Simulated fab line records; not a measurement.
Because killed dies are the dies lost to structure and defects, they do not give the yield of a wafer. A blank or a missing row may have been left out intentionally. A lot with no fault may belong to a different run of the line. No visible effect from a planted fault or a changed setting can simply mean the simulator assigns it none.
fab line records	flow n5-finfet
record: lots: 7	wafers: 21
route steps=1938 shown BEOL_M0_SAQP@638 BEOL_M0@715 BEOL_M1@780 BEOL_M2@918 BEOL_M3@933 BEOL_M4@1050 BEOL_M5@1115
start-h: hours from the record's first day to the start of the lot's first wafer shown	wait-h: time in hours since the lot's previous step	" repeats the value in the row above	L1.1+2: a single row standing in for several wafers	- no value, or no start was given	* or withheld: withheld	< > ~ a bound
route shown NAME@n: NAME is a module with steps in the file, n the number in the route of the first one	usual: mean/standard deviation of fault-free wafers	same: alike in all rows	chamber/n: place in a boat	sites: readings site by site	_std_site: standard deviation of those values	_edge_site: inner sites' mean taken away from outer sites' mean	radius-mm: how far each site lies from the wafer's centre	mask NAME#n: copy n	behind: the most recent tool/chamber to have shaped the wafer	hold: cause of the lot's hold/its duration in hours/its outcome	device: which transistor (n, p or np) failed to switch	end of line: tests of these same wafers at the route's end	a step given without rows: its recipe and nothing more	killed: not the wafer's yield, but the dies lost to structure and defects at the first sort	map: per-die view of a wafer (x killed, . not killed, _ where there is no die)
set.NAME: the run value of the setting; set.NAME@STEP: its run value at that earlier step	model.NAME: the simulator's own value behind a step, which no gauge read
lots where settings were altered on purpose, with a table for each step and a row for each wafer
== steps ==
step: N5_BEOL_M0_SAQP_PECVD_04
recipe: material: a-Si	target-thk-a: 600	temp-c: 350	precursor: SiH4/He	pressure-torr: 3	rf-w: 100	time-s: 60.2
lot.wafer	tool	chamber	start-h	wait-h	set.time-s	model.a-Si_of_BEOL_M0_SAQP_PECVD_04.thk-nm
L075.1	pecvd-01	2	115.30	0.0	60.2	58.8
L075.2	"	0	"	"	60.2	60
L075.5	"	2	"	"	54.81	54.8
L076.3	pecvd-01	2	117.70	0.0	60.2	59.6
L076.4	"	1	"	"	60.2	59.4
L076.6	"	0	"	"	60.2	60.8
L082.1	pecvd-01	2	157.69	0.0	60.2	59.8
L082.4	"	0	"	"	60.2	61.6
L082.6	"	2	"	"	53.53	54.2
L084.1	pecvd-01	2	170.89	0.0	60.2	59.8
L084.3	"	0	"	"	53.85	53.8
L084.4	"	1	"	"	53.85	53.2
L086.2	pecvd-01	1	185.77	0.0	66.47	65.6
L086.3	"	2	"	"	60.2	59.2
L086.6	"	2	"	"	60.2	60.2
L091.3	pecvd-04	0	209.08	0.0	64.34	63
L091.4	"	0	"	"	60.2	60
L091.6	"	2	"	"	60.2	60.6
L096.1	pecvd-01	2	236.95	0.0	60.2	59
L096.4	"	1	"	"	60.2	59.6
L096.5	"	0	"	"	60.2	60
step: N5_BEOL_M0_SAQP_THK_MEAS_05
usual: thk-nm: 60.2/0.72
lot.wafer	tool	chamber	start-h	wait-h	set.time-s@BEOL_M0_SAQP_PECVD_04	thk-nm
L075.1	film-metro-02	-	115.39	0.1	60.2	58.7
L075.2	"	-	"	"	60.2	60.1
L075.5	"	-	"	"	54.81	54.7
L076.3	film-metro-01	-	117.80	0.1	60.2	59.5
L076.4	"	-	"	"	60.2	59.4
L076.6	"	-	"	"	60.2	60.8
L082.1	film-metro-02	-	157.78	0.1	60.2	59.8
L082.4	"	-	"	"	60.2	61.6
L082.6	"	-	"	"	53.53	54.2
L084.1	film-metro-01	-	170.99	0.1	60.2	59.9
L084.3	"	-	"	"	53.85	53.8
L084.4	"	-	"	"	53.85	53.2
L086.2	film-metro-01	-	185.87	0.1	66.47	65.6
L086.3	"	-	"	"	60.2	59.2
L086.6	"	-	"	"	60.2	60.1
L091.3	film-metro-01	-	209.18	0.1	64.34	62.9
L091.4	"	-	"	"	60.2	60.0
L091.6	"	-	"	"	60.2	60.6
L096.1	film-metro-02	-	237.04	0.1	60.2	59.0
L096.4	"	-	"	"	60.2	59.5
L096.5	"	-	"	"	60.2	60.1
step: N5_BEOL_M0_SAQP_HM_DEP_111
recipe: material: SiO2	target-thk-a: 120	temp-c: 400	precursor: SiH4/N2O	pressure-torr: 0.75	rf-w: 275	time-s: 7.2
step: N5_BEOL_M0_SAQP_COAT_81
recipe: resist: SOC	temp-c: 250	time-s: 60	spin-rpm: 1500	resist-thk-nm: 100
step: N5_BEOL_M0_SAQP_HM_OPEN_112
recipe: chemistry: CHF3/O2	target: SiO2	stop-on: a-Si	target-depth-a: 120	over-etch-frac: 1.25	mask-material: SOC	time-s: 13.5	pressure-mtorr: 30	source-w: 650	bias-w: 170	Ar_flow_sccm: 200	CHF3_flow_sccm: 50	O2_flow_sccm: 5	ion-energy-ev: 200	ends: end-point
step: N5_BEOL_M0_SAQP_STRIP_113
recipe: chemistry: CHF3/O2	resist: SiARC	rf-frequency-hz: 6e+07
step: N5_BEOL_M0_SAQP_MANDREL_ETCH_20
recipe: target-depth-a: 600	chemistry: HBr/Cl2	target: a-Si	stop-on: SiNx	bt-time-s: 10	mask-material: SOC	over-etch-frac: 0.5	time-s: 30	pressure-mtorr: 10	icp-w: 800	bias-w: 75	HBr_flow_sccm: 150	Cl2_flow_sccm: 80	ends: end-point
lot.wafer	tool	chamber	start-h	wait-h	set.time-s@BEOL_M0_SAQP_PECVD_04	model.etch.depth-nm
L075.1	rie-si-02	3	116.44	0.0	60.2	58.7
L075.2	"	2	"	"	60.2	60
L075.5	"	1	"	"	54.81	54.74
L076.3	rie-si-01	0	118.74	0.0	60.2	59.46
L076.4	"	3	"	"	60.2	59.33
L076.6	"	3	"	"	60.2	60.77
L082.1	rie-si-02	2	158.68	0.0	60.2	59.82
L082.4	"	1	"	"	60.2	61.57
L082.6	"	3	"	"	53.53	54.13
L084.1	rie-si-01	3	171.78	0.0	60.2	59.84
L084.3	"	2	"	"	53.85	53.83
L084.4	"	0	"	"	53.85	53.17
L086.2	rie-si-06	0	186.71	0.0	66.47	65.55
L086.3	"	2	"	"	60.2	59.24
L086.6	"	2	"	"	60.2	60.13
L091.3	rie-si-06	2	209.90	0.0	64.34	62.92
L091.4	"	1	"	"	60.2	60.01
L091.6	"	0	"	"	60.2	60.61
L096.1	rie-si-06	3	237.93	0.0	60.2	58.97
L096.4	"	2	"	"	60.2	59.49
L096.5	"	0	"	"	60.2	60.07
step: N5_BEOL_M0_ETCH_138
recipe: chemistry: CH3F/O2	target-depth-a: 120	target: SiCN	time-s: 31.6	ion-energy-ev: 120	pressure-mtorr: 30	source-w: 395	bias-w: 75	Ar_flow_sccm: 150	CH3F_flow_sccm: 30	O2_flow_sccm: 20	ends: cleared
usual: rf-vpp-V: 297.5/1.4
lot.wafer	tool	chamber	start-h	wait-h	set.source-w	rf-vpp-V
L075.1	rie-diel-05	1	122.17	0.0	395	298.2
L075.2	"	3	"	"	395	295.4
L075.5	"	1	"	"	395	298.1
L076.3	rie-diel-05	2	123.98	0.0	439.3	288.2
L076.4	"	1	"	"	439.3	288.9
L076.6	"	0	"	"	395	299.2
L082.1	rie-diel-03	0	164.55	0.0	395	299.3
L082.4	"	1	"	"	395	298.2
L082.6	"	1	"	"	395	297.2
L084.1	rie-diel-05	1	178.03	0.0	395	298.5
L084.3	"	2	"	"	455.2	284.8
L084.4	"	3	"	"	395	295.3
L086.2	rie-diel-05	0	194.96	0.0	395	298.3
L086.3	"	1	"	"	395	298.7
L086.6	"	1	"	"	395	298.1
L091.3	rie-diel-01	0	216.57	0.0	458.9	282.1
L091.4	"	2	"	"	458.9	283.0
L091.6	"	0	"	"	395	296.0
L096.1	rie-diel-03	0	244.56	0.0	395	298.6
L096.4	"	1	"	"	395	297.5
L096.5	"	3	"	"	395	295.5
step: N5_BEOL_M1_COAT_22
recipe: resist: CAR-EUV	spin-rpm: 1500	resist-thk-nm: 30
lot.wafer	tool	chamber	start-h	wait-h	set.spin-rpm	model.CAR-EUV_of_BEOL_M1_COAT_22.thk-nm
L076.3	litho-track-02	0	-	-	1500	30
L076.4+6	"	0	"	"	1616	28.8
L075.1	litho-track-01	0	-	-	1390	31
L075.2	"	0	"	"	1500	30.2
L075.5	"	0	"	"	1390	31.2
L082.1+4+6	litho-track-05	0	-	-	1500	30
L084.1	litho-track-05	0	-	-	1500	30
L084.3	"	0	"	"	1620	29
L084.4	"	0	"	"	1620	28.8
L086.2	litho-track-01	0	-	-	1372	31.4
L086.3+6	"	0	"	"	1500	30
L091.3+4+6	litho-track-01	0	-	-	1500	30
L096.1+5	litho-track-01	0	-	-	1500	30
L096.4	"	0	"	"	1500	29.8
step: N5_BEOL_M1_EBR_24
recipe: solvent: PGMEA	ebr-width-mm: 1.5
step: N5_BEOL_M1_SOFTBAKE_23
recipe: temp-c: 110	time-s: 60	resist: CAR-EUV
step: N5_BEOL_M1_DESCUM_33
recipe: chemistry: O2	time-s: 7	source-power-w: 50	bias-power-w: 20	pressure-mtorr: 20	rf-frequency-hz: 2.712e+07	temp-c: 40	resist: CAR-EUV	o2-flow-sccm: 225
lot.wafer	tool	chamber	start-h	wait-h	set.spin-rpm@BEOL_M1_COAT_22	model.CAR-EUV_of_BEOL_M1_COAT_22.thk-nm
L076.3	rie-diel-04	0	131.27	0.2	1500	26
L076.4	"	1	"	"	1616	25
L076.6	"	2	"	"	1616	24.8
L075.1+5	rie-diel-04	3,2	132.04	0.0	1390	27.2
L075.2	"	0	"	"	1500	26.2
L082.1+4+6	rie-diel-06	3,0,1	175.41	0.0	1500	26
L084.1	rie-diel-04	2	185.52	0.0	1500	26
L084.3+4	"	1,0	"	"	1620	25
L086.2	rie-diel-02	2	203.38	0.0	1372	27.4
L086.3+6	"	1	"	"	1500	26.2
L091.3+4	rie-diel-04	0,1	227.03	0.0	1500	26
L091.6	"	1	"	"	1500	26.2
L096.1+4+5	rie-diel-04	2,0,3	252.48	0.0	1500	26
step: N5_BEOL_M2_SPUTTER_94
recipe: material: Cu	target-thk-a: 45	temp-c: -20	chamber-pressure-pa: 0.07	power-w: withheld	time-s: 8.29
lot.wafer	tool	chamber	start-h	wait-h	set.time-s	model.Cu_of_BEOL_M2_SPUTTER_94.thk-nm
L076.3+4	pvd-sputter-01	-	149.33	0.1	9.483	5.2
L076.6	"	-	"	"	8.29	4.6
L075.1+2+5	pvd-sputter-02	-	149.98	0.1	8.29	4.6
L082.1+4	pvd-sputter-03	-	201.63	0.1	8.29	4.6
L082.6	"	-	"	"	7.4	-
L084.1	pvd-sputter-02	-	206.46	0.1	7.574	4.2
L084.3	"	-	"	"	8.29	4.6
L084.4	"	-	"	"	8.29	4.4
L086.2+3	pvd-sputter-02	-	224.49	0.1	7.614	-
L086.6	"	-	"	"	8.29	4.4
L091.3	pvd-sputter-02	-	253.02	0.1	7.66	-
L091.4+6	"	-	"	"	8.29	4.4
L096.1	pvd-sputter-03	-	275.32	0.1	8.29	4.6
L096.4+5	"	-	"	"	8.29	4.4
step: N5_BEOL_M3_PECVD_72
recipe: material: SiO2	target-thk-a: 160	temp-c: 400	precursor: TEOS/O2	pressure-torr: 5.5	rf-w: 450	teos-flow-sccm: 53.8	gas: O2	flow-sccm: 3000	time-s: 18
lot.wafer	tool	chamber	start-h	wait-h	set.temp-c	model.SiO2_of_BEOL_M3_PECVD_72.thk-nm
L076.3	pecvd-04	2	150.82	0.0	393.2	16.8
L076.4	"	1	"	"	393.2	16.6
L076.6	"	2	"	"	400	16.4
L075.1	pecvd-01	2	151.42	0.0	383.1	17.8
L075.2	"	1	"	"	383.1	17.4
L075.5	"	1	"	"	400	15.8
L082.1	pecvd-01	1	203.13	0.0	400	15.8
L082.4	"	0	"	"	400	16.2
L082.6	"	1	"	"	391.2	16.8
L084.1	pecvd-01	0	207.90	0.0	400	16.2
L084.3	"	2	"	"	417.4	13.8
L084.4	"	0	"	"	400	16.4
L086.2	pecvd-02	1	226.09	0.0	400	15.4
L086.3	"	0	"	"	400	16
L086.6	"	0	"	"	417.8	14.2
L091.3	pecvd-01	1	254.48	0.0	400	16
L091.4	"	0	"	"	386.8	17.8
L091.6	"	2	"	"	400	16.2
L096.1+5	pecvd-02	2	276.77	0.0	400	15.8
L096.4	"	0	"	"	400	16.2
step: N5_BEOL_M3_COAT_73
recipe: resist: underlayer	temp-c: 205	time-s: 60	spin-rpm: 1500	resist-thk-nm: 5
lot.wafer	tool	chamber	start-h	wait-h	set.temp-c
L076.3+4	litho-track-01	0	-	-	209.6
L076.6	"	0	"	"	205
L075.1	litho-track-01	0	-	-	198.9
L075.2+5	"	0	"	"	205
L082.1+6	litho-track-01	0	-	-	200
L082.4	"	0	"	"	205
L084.1+3+4	litho-track-01	0	-	-	210.3
L086.2	litho-track-01	0	-	-	205
L086.3+6	"	0	"	"	197.9
L091.3+4	litho-track-03	0	-	-	205
L091.6	"	0	"	"	210
L096.1+4+5	litho-track-01	0	-	-	205
step: N5_BEOL_M3_COAT_05
recipe: resist: CAR-EUV	spin-rpm: 1500	resist-thk-nm: 30
step: N5_BEOL_M3_EBR_07
recipe: solvent: PGMEA	ebr-width-mm: 1.5
step: N5_BEOL_M3_STRIP_97
recipe: chemistry: N2/H2	time-s: 10	power-w: 450	temp-c: 40	pressure-mtorr: 20	rf-frequency-hz: 6e+07	bias-power-w: 7	n2-flow-sccm: 200	h2-flow-sccm: 200
step: N5_BEOL_M3_HM_STRIP_39
recipe: chemistry: peroxide-tin-strip	material: TiN	target-depth-a: 250	temp-c: 50	time-s: 158
lot.wafer	tool	chamber	start-h	wait-h	set.temp-c@BEOL_M3_PECVD_72	model.SiO2_of_BEOL_M3_PECVD_72.thk-nm
L076.3	wet-bench-03	2	163.71	0.0	393.2	16.6
L076.4	"	6	"	"	393.2	16.4
L076.6	"	0	"	"	400	16.2
L075.1	wet-bench-03	3	166.58	0.0	383.1	17.6
L075.2	"	0	"	"	383.1	17.2
L075.5	"	7	"	"	400	15.6
L082.1	wet-bench-03	3	216.68	0.0	400	15.6
L082.4	"	1	"	"	400	16.2
L082.6	"	0	"	"	391.2	16.6
L084.1	wet-bench-02	5	221.58	0.0	400	16
L084.3	"	0	"	"	417.4	13.6
L084.4	"	7	"	"	400	16.4
L086.2	wet-bench-06	3	232.78	0.0	400	15.4
L086.3	"	2	"	"	400	15.8
L086.6	"	0	"	"	417.8	14
L091.3	wet-bench-02	4	263.31	0.0	400	15.8
L091.4	"	3	"	"	386.8	17.6
L091.6	"	7	"	"	400	16
L096.1	wet-bench-06	2	290.95	0.0	400	15.6
L096.4	"	3	"	"	400	16
L096.5	"	6	"	"	400	15.8
step: N5_BEOL_M4_COAT_22
recipe: resist: CAR-EUV	spin-rpm: 1500	resist-thk-nm: 30
lot.wafer	tool	chamber	start-h	wait-h	set.spin-rpm	model.CAR-EUV_of_BEOL_M4_COAT_22.thk-nm
L076.3	litho-track-01	0	-	-	1500	29.8
L076.4+6	"	0	"	"	1366	31.4
L075.1+2	litho-track-04	0	-	-	1500	30
L075.5	"	0	"	"	1607	29
L082.1	litho-track-02	0	-	-	1500	29.8
L082.4+6	"	0	"	"	1500	30
L084.1+4	litho-track-02	0	-	-	1500	30
L084.3	"	0	"	"	1500	29.8
L086.2	litho-track-01	0	-	-	1500	30
L086.3	"	0	"	"	1634	28.6
L086.6	"	0	"	"	1634	28.8
L091.3+6	litho-track-04	0	-	-	1500	30
L091.4	"	0	"	"	1500	29.8
L096.1+4	litho-track-01	0	-	-	1500	30
L096.5	"	0	"	"	1500	29.8
step: N5_BEOL_M4_EBR_24
recipe: solvent: PGMEA	ebr-width-mm: 1.5
step: N5_BEOL_M4_SOFTBAKE_23
recipe: temp-c: 110	time-s: 60	resist: CAR-EUV
step: N5_BEOL_M4_EXPOSE_25
recipe: mask-id: V3	na: 0.33	source-shape: quasar	sigma-inner: 0.2	sigma-outer: 0.8	polarization: unpolarized	defocus-nm: 5	dose-mj: 63
step: N5_BEOL_M4_PEB_26
recipe: peb-temp-c: 100	peb-time-s: 60	resist: CAR-EUV
step: N5_BEOL_M4_DEVELOP_27
recipe: develop-time-s: 30	developer: TMAH	resist: CAR-EUV	rinse-liquid: surfactant-rinse	dry: air-spin	dev-temp-c: 23
lot.wafer	tool	chamber	start-h	wait-h	set.spin-rpm@BEOL_M4_COAT_22	model.CAR-EUV_of_BEOL_M4_COAT_22.thk-nm
L076.3	litho-track-01	0	-	-	1500	29.4
L076.4+6	"	0	"	"	1366	30.8
L075.1	litho-track-04	0	-	-	1500	29.4
L075.2	"	0	"	"	1500	29.6
L075.5	"	0	"	"	1607	28.6
L082.1+4+6	litho-track-01	0	-	-	1500	29.4
L084.1+3+4	litho-track-04	0	-	-	1500	29.4
L086.2	litho-track-02	0	-	-	1500	29.4
L086.3+6	"	0	"	"	1634	28.2
L091.3+4+6	litho-track-04	0	-	-	1500	29.4
L096.1+4	litho-track-04	0	-	-	1500	29.6
L096.5	"	0	"	"	1500	29.4
step: N5_BEOL_M4_DESCUM_33
recipe: chemistry: O2	time-s: 7	source-power-w: 50	bias-power-w: 20	pressure-mtorr: 20	rf-frequency-hz: 2.712e+07	temp-c: 40	resist: CAR-EUV	o2-flow-sccm: 225
lot.wafer	tool	chamber	start-h	wait-h	set.time-s	set.spin-rpm@BEOL_M4_COAT_22	model.CAR-EUV_of_BEOL_M4_COAT_22.thk-nm
L076.3	rie-diel-03	0	173.63	0.0	7	1500	26
L076.4	"	1	"	"	7	1366	27.4
L076.6	"	2	"	"	6.14	1366	27.8
L075.1	rie-diel-03	1	173.95	0.1	7	1500	26
L075.2	"	2	"	"	7	1500	26.2
L075.5	"	3	"	"	8.357	1607	24.4
L082.1	rie-diel-05	1	226.63	0.7	8.512	1500	25.2
L082.4	"	3	"	"	7	1500	26
L082.6	"	2	"	"	8.512	1500	25.4
L084.1	rie-diel-05	3	228.33	0.0	8.492	1500	25.2
L084.3	"	0	"	"	7	1500	26
L084.4	"	2	"	"	8.492	1500	25.4
L086.2	rie-diel-01	1	242.69	0.0	7	1500	26
L086.3+6	"	3,2	"	"	7	1634	24.6
L091.3	rie-diel-05	3	269.55	0.0	5.597	1500	26.8
L091.4	"	2	"	"	7	1500	26
L091.6	"	0	"	"	5.597	1500	26.6
L096.1+4+5	rie-diel-05	0,0,1	297.46	0.0	7	1500	26
step: N5_BEOL_M4_ETCH_77
recipe: chemistry: N2/H2	target: underlayer	target-depth-a: 65	mask-material: CAR-EUV	time-s: 5.2	ion-energy-ev: 200	pressure-mtorr: 30	source-w: 840	bias-w: 150	n2-flow-sccm: 200	h2-flow-sccm: 200	ends: cleared
lot.wafer	tool	chamber	start-h	wait-h	set.spin-rpm@BEOL_M4_COAT_22	set.time-s@BEOL_M4_DESCUM_33	model.CAR-EUV_of_BEOL_M4_COAT_22.thk-nm
L076.3	rie-diel-03	0	173.66	0.0	1500	7	20.2
L076.4	"	1	"	"	1366	7	21.8
L076.6	"	2	"	"	1366	6.14	22.2
L075.1	rie-diel-03	1	173.99	0.0	1500	7	20.2
L075.2	"	2	"	"	1500	7	20.4
L075.5	"	3	"	"	1607	8.357	18.6
L082.1+6	rie-diel-05	1,2	226.67	0.0	1500	8.512	19.6
L082.4	"	3	"	"	1500	7	20.4
L084.1+4	rie-diel-05	3,2	228.37	0.0	1500	8.492	19.6
L084.3	"	0	"	"	1500	7	20.2
L086.2	rie-diel-01	1	242.72	0.0	1500	7	20.4
L086.3+6	"	3,2	"	"	1634	7	19
L091.3+6	rie-diel-05	3,0	269.58	0.0	1500	5.597	21
L091.4	"	2	"	"	1500	7	20.4
L096.1+4	rie-diel-05	0	297.49	0.0	1500	7	20.4
L096.5	"	1	"	"	1500	7	20.2
step: N5_BEOL_M4_ETCH_69
recipe: chemistry: CF4	target: SiARC	target-depth-a: 156	mask-material: CAR-EUV	time-s: 26	ion-energy-ev: 80	pressure-mtorr: 40	source-w: 545	bias-w: 36	Ar_flow_sccm: 100	cf4-flow-sccm: 100	ends: cleared
lot.wafer	tool	chamber	start-h	wait-h	set.spin-rpm@BEOL_M4_COAT_22	set.time-s@BEOL_M4_DESCUM_33	model.CAR-EUV_of_BEOL_M4_COAT_22.thk-nm
L076.3	rie-diel-03	0	173.68	0.0	1500	7	11
L076.4	"	1	"	"	1366	7	12.6
L076.6	"	2	"	"	1366	6.14	13
L075.1	rie-diel-03	1	174.00	0.0	1500	7	11
L075.2	"	2	"	"	1500	7	11.2
L075.5	"	3	"	"	1607	8.357	9.2
L082.1+6	rie-diel-05	1,2	226.69	0.0	1500	8.512	10.4
L082.4	"	3	"	"	1500	7	11.2
L084.1	rie-diel-05	3	228.39	0.0	1500	8.492	10.4
L084.3	"	0	"	"	1500	7	11.2
L084.4	"	2	"	"	1500	8.492	10.6
L086.2	rie-diel-01	1	242.74	0.0	1500	7	11.2
L086.3+6	"	3,2	"	"	1634	7	9.8
L091.3+6	rie-diel-05	3,0	269.60	0.0	1500	5.597	11.8
L091.4	"	2	"	"	1500	7	11
L096.1+4	rie-diel-05	0	297.51	0.0	1500	7	11.2
L096.5	"	1	"	"	1500	7	11
step: N5_BEOL_M4_ALD_98
recipe: material: SiO2	target-thk-a: 25	temp-c: 100	ald-precursor-family: BDEAS	ald-co-reactant: O2-plasma	pulse-time-s: 1	co-reactant-pulse-time-s: 1	purge-time-s: 2	co-reactant-purge-time-s: 2	ald-cycles: 17	pressure-torr: 2
step: N5_BEOL_M4_ETCHBACK_99
recipe: chemistry: CHF3	target: SiO2	target-depth-a: 50	time-s: 10.4	source-w: 215	bias-w: 47	Ar_flow_sccm: 200	CHF3_flow_sccm: 12	ion-energy-ev: 100	pressure-mtorr: 30
lot.wafer	tool	chamber	start-h	wait-h	set.spin-rpm@BEOL_M4_COAT_22	set.time-s@BEOL_M4_DESCUM_33	model.CAR-EUV_of_BEOL_M4_COAT_22.thk-nm
L076.3	rie-diel-03	2	180.19	6.0	1500	7	10.4
L076.4	"	0	"	"	1366	7	11.8
L076.6	"	1	"	"	1366	6.14	12.2
L075.1+2	rie-diel-05	2,1	183.69	9.4	1500	7	10.4
L075.5	"	0	"	"	1607	8.357	8.6
L082.1+6	rie-diel-05	2,0	232.25	5.4	1500	8.512	9.8
L082.4	"	3	"	"	1500	7	10.4
L084.1+4	rie-diel-05	0,3	232.79	3.7	1500	8.492	9.8
L084.3	"	2	"	"	1500	7	10.4
L086.2	rie-diel-01	3	245.01	1.4	1500	7	10.4
L086.3+6	"	1,3	"	"	1634	7	9
L091.3	rie-diel-01	1	275.12	5.4	1500	5.597	11.2
L091.4	"	1	"	"	1500	7	10.4
L091.6	"	2	"	"	1500	5.597	11
L096.1+4+5	rie-diel-05	1,1,3	297.83	0.2	1500	7	10.4
step: N5_BEOL_M5_PECVD_70
recipe: material: SiO2	target-thk-a: 160	temp-c: 400	precursor: TEOS/O2	pressure-torr: 5.5	rf-w: 450	teos-flow-sccm: 53.8	gas: O2	flow-sccm: 3000	time-s: 18
lot.wafer	tool	chamber	start-h	wait-h	set.temp-c	model.SiO2_of_BEOL_M5_PECVD_70.thk-nm
L076.3	pecvd-02	2	186.45	0.0	400	16.2
L076.4	"	2	"	"	400	16.4
L076.6	"	0	"	"	400	16.6
L075.1	pecvd-02	1	190.16	0.0	417.4	14.2
L075.2	"	0	"	"	400	15.8
L075.5	"	1	"	"	417.4	14.4
L082.1	pecvd-04	1	238.13	0.0	393.5	16.2
L082.4	"	2	"	"	393.5	16.8
L082.6	"	1	"	"	400	15.8
L084.1	pecvd-02	2	239.50	0.0	400	16
L084.3	"	0	"	"	409.4	15
L084.4	"	1	"	"	409.4	15.2
L086.2+3	pecvd-03	0,1	251.14	0.0	400	15.6
L086.6	"	0	"	"	400	16
L091.3	pecvd-04	1	280.83	0.0	400	15.4
L091.4	"	0	"	"	400	16
L091.6	"	2	"	"	400	15.8
L096.1	pecvd-04	0	303.70	0.0	400	15.4
L096.4	"	0	"	"	400	16
L096.5	"	2	"	"	400	15.8
== key ==
split: step: N5_BEOL_M0_SAQP_PECVD_04	setting: time-s	stated: 60.2	by: wafer
response: step: N5_BEOL_M0_SAQP_PECVD_04	reading: model.a-Si_of_BEOL_M0_SAQP_PECVD_04.thk-nm	change: +0.553	per: 1%	r: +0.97
response: step: N5_BEOL_M0_SAQP_THK_MEAS_05	reading: thk-nm	change: *	per: 1%	r: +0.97
response: step: N5_BEOL_M0_SAQP_MANDREL_ETCH_20	reading: model.etch.depth-nm	change: +0.553	per: 1%	r: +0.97
split: step: N5_BEOL_M0_ETCH_138	setting: source-w	stated: 395	by: wafer
response: step: N5_BEOL_M0_ETCH_138	reading: rf-vpp-V	change: -0.843	per: 1%	r: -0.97
split: step: N5_BEOL_M1_COAT_22	setting: spin-rpm	stated: 1500	by: wafer
response: step: N5_BEOL_M1_COAT_22	reading: model.CAR-EUV_of_BEOL_M1_COAT_22.thk-nm	change: -0.146	per: 1%	r: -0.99
response: step: N5_BEOL_M1_DESCUM_33	reading: model.CAR-EUV_of_BEOL_M1_COAT_22.thk-nm	change: -0.136	per: 1%	r: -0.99
split: step: N5_BEOL_M2_SPUTTER_94	setting: time-s	stated: 8.29	by: wafer
response: step: N5_BEOL_M2_SPUTTER_94	reading: model.Cu_of_BEOL_M2_SPUTTER_94.thk-nm	change: +0.0399	per: 1%	r: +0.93
split: step: N5_BEOL_M3_PECVD_72	setting: temp-c	stated: 400	by: wafer
response: step: N5_BEOL_M3_PECVD_72	reading: model.SiO2_of_BEOL_M3_PECVD_72.thk-nm	change: -0.439	per: 1%	r: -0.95
response: step: N5_BEOL_M3_HM_STRIP_39	reading: model.SiO2_of_BEOL_M3_PECVD_72.thk-nm	change: -0.448	per: 1%	r: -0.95
split: step: N5_BEOL_M3_COAT_73	setting: temp-c	stated: 205	by: wafer
response none clear
split: step: N5_BEOL_M4_COAT_22	setting: spin-rpm	stated: 1500	by: wafer
response: step: N5_BEOL_M4_COAT_22	reading: model.CAR-EUV_of_BEOL_M4_COAT_22.thk-nm	change: -0.157	per: 1%	r: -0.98
response: step: N5_BEOL_M4_DEVELOP_27	reading: model.CAR-EUV_of_BEOL_M4_COAT_22.thk-nm	change: -0.141	per: 1%	r: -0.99
response: step: N5_BEOL_M4_DESCUM_33	reading: model.CAR-EUV_of_BEOL_M4_COAT_22.thk-nm	change: -0.185	per: 1%	r: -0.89
response: step: N5_BEOL_M4_ETCH_77	reading: model.CAR-EUV_of_BEOL_M4_COAT_22.thk-nm	change: -0.193	per: 1%	r: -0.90
response: step: N5_BEOL_M4_ETCH_69	reading: model.CAR-EUV_of_BEOL_M4_COAT_22.thk-nm	change: -0.2	per: 1%	r: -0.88
response: step: N5_BEOL_M4_ETCHBACK_99	reading: model.CAR-EUV_of_BEOL_M4_COAT_22.thk-nm	slope: -0.16	per: 1%	together-with: time-s@BEOL_M4_DESCUM_33	explained: 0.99
split: step: N5_BEOL_M4_DESCUM_33	setting: time-s	stated: 7	by: wafer
response: step: N5_BEOL_M4_DESCUM_33	reading: model.CAR-EUV_of_BEOL_M4_COAT_22.thk-nm	slope: -0.0328	per: 1%	together-with: spin-rpm@BEOL_M4_COAT_22	explained: 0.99
response: step: N5_BEOL_M4_ETCH_77	reading: model.CAR-EUV_of_BEOL_M4_COAT_22.thk-nm	slope: -0.0314	per: 1%	together-with: spin-rpm@BEOL_M4_COAT_22	explained: 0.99
response: step: N5_BEOL_M4_ETCH_69	reading: model.CAR-EUV_of_BEOL_M4_COAT_22.thk-nm	slope: -0.0366	per: 1%	together-with: spin-rpm@BEOL_M4_COAT_22	explained: 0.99
response: step: N5_BEOL_M4_ETCHBACK_99	reading: model.CAR-EUV_of_BEOL_M4_COAT_22.thk-nm	slope: -0.031	per: 1%	together-with: spin-rpm@BEOL_M4_COAT_22	explained: 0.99
split: step: N5_BEOL_M5_PECVD_70	setting: temp-c	stated: 400	by: wafer
response: step: N5_BEOL_M5_PECVD_70	reading: model.SiO2_of_BEOL_M5_PECVD_70.thk-nm	change: -0.361	per: 1%	r: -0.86
